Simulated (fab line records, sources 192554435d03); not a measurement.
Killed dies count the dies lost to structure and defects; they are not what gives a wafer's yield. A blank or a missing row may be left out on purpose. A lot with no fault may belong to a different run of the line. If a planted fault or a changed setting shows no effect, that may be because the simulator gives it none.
Struck lot and sound lot, side by side    flow n5_finfet    26 out of 1938 route steps
Sound: the wafers L121.2, L121.4, L121.6. Struck: wafers L128.1, L128.4 (left out: L128.3, a lot-mate that was not struck); the cause follows at the end.
Order at every step that has rows: each side's tool, ch and its chambers, its first start. Under that, the readings that differ: sound wafers    struck wafers    difference of the means    sigmas: that difference in standard deviations of wafers without a fault.
alike: words and numbers the same on both sides, and readings whose means are apart by under 2 such deviations; not compared: readings that were withheld, readings missing a value for some wafer, numbers with overlapping values and no deviation given by the record, and bounds like >300 which may hide the same value.
Wherever a step has rows on one side only, a row that says differs or no value, or a row with sigmas, the two part there. Numbers that don't overlap but have no deviation are shown without sigmas and don't part them. Lack of a reading on every wafer of one side parts them only where that side has two or more wafers.

first, 6 steps without rows for these wafers: N5_GATE_CUT_COAT_07 (resist thk 30 nm); N5_GATE_CUT_EBR_09; N5_GATE_CUT_SOFTBAKE_08 (time 60 s); N5_GATE_CUT_EXPOSE_10 (exposes mask GATE CUT, target cd 20 nm); N5_GATE_CUT_PEB_11 (peb time 60 s); N5_GATE_CUT_DEVELOP_12 (develop time 30 s).
N5_GATE_CUT_CD_MEAS_13 targets a cd of 20 nm.
  sound on cd_sem-03 ch 0, day 5 09:08; struck on cd_sem-02 ch 0, day 7 06:45
  alike: cd_nm
N5_GATE_CUT_OVL_MEAS_14:
  sound on overlay-02 ch 0, day 5 09:10; struck on overlay-01 ch 0, day 7 06:47
  alike: GATE_CUT_OVL
N5_GATE_CUT_INSPECT_15: inspects for defects (brightfield).
  sound on defect_inspect-01 at day 5 09:13; struck on defect_inspect-02 at day 7 06:50
  alike: raw_defect_count
then, 1 step without rows for these wafers: N5_GATE_CUT_DESCUM_18 (chemistry O2, time 7 s).
N5_GATE_CUT_ETCH_28: etches underlayer in N2/H2, target depth 13 nm, time 10.4 s.
  sound on rie_diel-04 ch 0,2,3, day 5 09:17; struck on rie_diel-04 ch 3, day 7 07:01
  alike: drypump_motor_current_A, etch_rf_on_time_s, oes_product_au, rf_vpp_V, showerhead_plenum_p_Torr, throttle_valve_pct
  not compared: rf_hours_counter_h
then, 1 step without rows for these wafers: N5_GATE_CUT_ETCH_36 (etches SiARC in CF4, target depth 13 nm, time 21.7 s).
N5_GATE_CUT_ETCH_37: etches SOC in N2/H2, target depth 60 nm, overetch 12 nm, time 90 s.
  sound on rie_diel-04 ch 0,2,3, day 5 09:20; struck on rie_diel-04 ch 3, day 7 07:04
reading                                      sound       struck   difference  sigmas
model.SiARC_of_GATE_CUT_COAT_35.thk_nm (nm)  5.8 5.8 6   4.4 4.4  -1.5        
model.GATE_CUT.cd_nm (nm)                    19.8 20 20  20.6 21  +0.9        
  alike: drypump_motor_current_A, oes_product_au, rf_vpp_V, showerhead_plenum_p_Torr, throttle_valve_pct
  not compared: rf_hours_counter_h
then, 3 steps without rows for these wafers: N5_GATE_CUT_STRIP_38 (strips in N2/H2); N5_GATE_CUT_STRIP_39 (strips in N2/H2); N5_GATE_CUT_HM_OPEN_40 (chemistry C4F6/O2, target SiO2, target depth 139 nm, time 85.1 s).
N5_GATE_CUT_STRIP_41: strips in CF4.
  sound on rie_diel-04 ch 0,2,3, day 5 09:28; struck on rie_diel-04 ch 3, day 7 07:13
  alike: bias_power_w, cf4_flow_sccm, drypump_motor_current_A, oes_product_au, rf_vpp_V, showerhead_plenum_p_Torr, throttle_valve_pct
  not compared: rf_hours_counter_h
N5_GATE_CUT_STRIP_42: strips in O2.
  sound on rie_diel-04 ch 0,2,3, day 5 09:29; struck on rie_diel-04 ch 3, day 7 07:14
  alike: drypump_motor_current_A, oes_product_au, rf_vpp_V, showerhead_plenum_p_Torr, throttle_valve_pct
  not compared: rf_hours_counter_h
then, 2 steps without rows for these wafers: N5_GATE_CUT_ETCH_19 (etches SiNx in CH3F/O2, target depth 53.7 nm, time 76.7 s); N5_GATE_CUT_CUT_ETCH_53 (etches W in SF6/Cl2, target depth 79.2 nm).
N5_GATE_CUT_CUT_ETCH_54: etches TiN in Cl2/BCl3, target depth 96.7 nm.
  sound on rie_metal-02 ch 0, day 5 09:42; struck on rie_metal-03 ch 0,1, day 7 07:26
  alike: drypump_motor_current_A, etch_rf_on_time_s, oes_ar_750_au, oes_product_au, throttle_valve_pct
  not compared: rf_hours_counter_h
N5_GATE_CUT_CUT_ETCH_55: etches HfO2 in BCl3, target depth 3.2 nm.
  sound on rie_metal-02 ch 0, day 5 09:46; struck on rie_metal-03 ch 0,1, day 7 07:30
  alike: drypump_motor_current_A, oes_product_au, throttle_valve_pct
  not compared: rf_hours_counter_h
N5_GATE_CUT_ETCH_47: etches SiO2 in Cl2/BCl3, target depth 10 nm.
  sound on rie_metal-02 ch 0, day 5 09:47; struck on rie_metal-03 ch 0,1, day 7 07:32
reading                    sound              struck       difference  sigmas
throttle_valve_pct (%)     22.49 22.50 22.49  22.69 22.68  +0.19       +2
model.GATE_CUT.cd_nm (nm)  20.2 20 20.4       20.6 21      +0.6        
  alike: drypump_motor_current_A, oes_ar_750_au, oes_product_au
  not compared: rf_hours_counter_h
then, 1 step without rows for these wafers: N5_GATE_CUT_VAPOR_ETCH_48 (etches TiN in BCl3/Cl2).
-- a jump in the record: the struck wafers' starts before and after are 4 days apart (it breaks off in module GATE_CUT and resumes in module BEOL_M4, where the first step shown is number 1111 of the route) --
N5_BEOL_M4_RC_MEAS_101:
  sound on prober-02 ch 0, day 8 21:17; struck on prober-01 ch 0, day 10 22:06
  alike: DIBL_N, DIBL_P, IOFF_N, IOFF_P, ION_N, ION_P, SS_N, SS_P, VT_N, VT_P
-- a jump in the record: the struck wafers' starts before and after are 4 days apart (it breaks off in module BEOL_M4 and resumes in module PASSIVATION, where the first step shown is number 1936 of the route) --
N5_PASSIVATION_PROBE_49:
  sound on prober-02 at day 13 11:57; struck on prober-01 at day 15 03:58
reading              sound     struck  difference  sigmas
killed_at_front_end  52 47 65  24      -31         -3
  alike: defect_limited_yield, killed_at_M0_to_M3, killed_at_M4_up, killed_at_contacts, killed_at_other, killed_dies, killed_open, killed_short, sort_bin_5_function, sort_bin_6_memory, sort_n_pass, sort_yield_pct

## WHERE THEY PART
At N5_GATE_CUT_ETCH_47 first; at N5_PASSIVATION_PROBE_49 last (within this record only).

WHY: what the simulator had put in
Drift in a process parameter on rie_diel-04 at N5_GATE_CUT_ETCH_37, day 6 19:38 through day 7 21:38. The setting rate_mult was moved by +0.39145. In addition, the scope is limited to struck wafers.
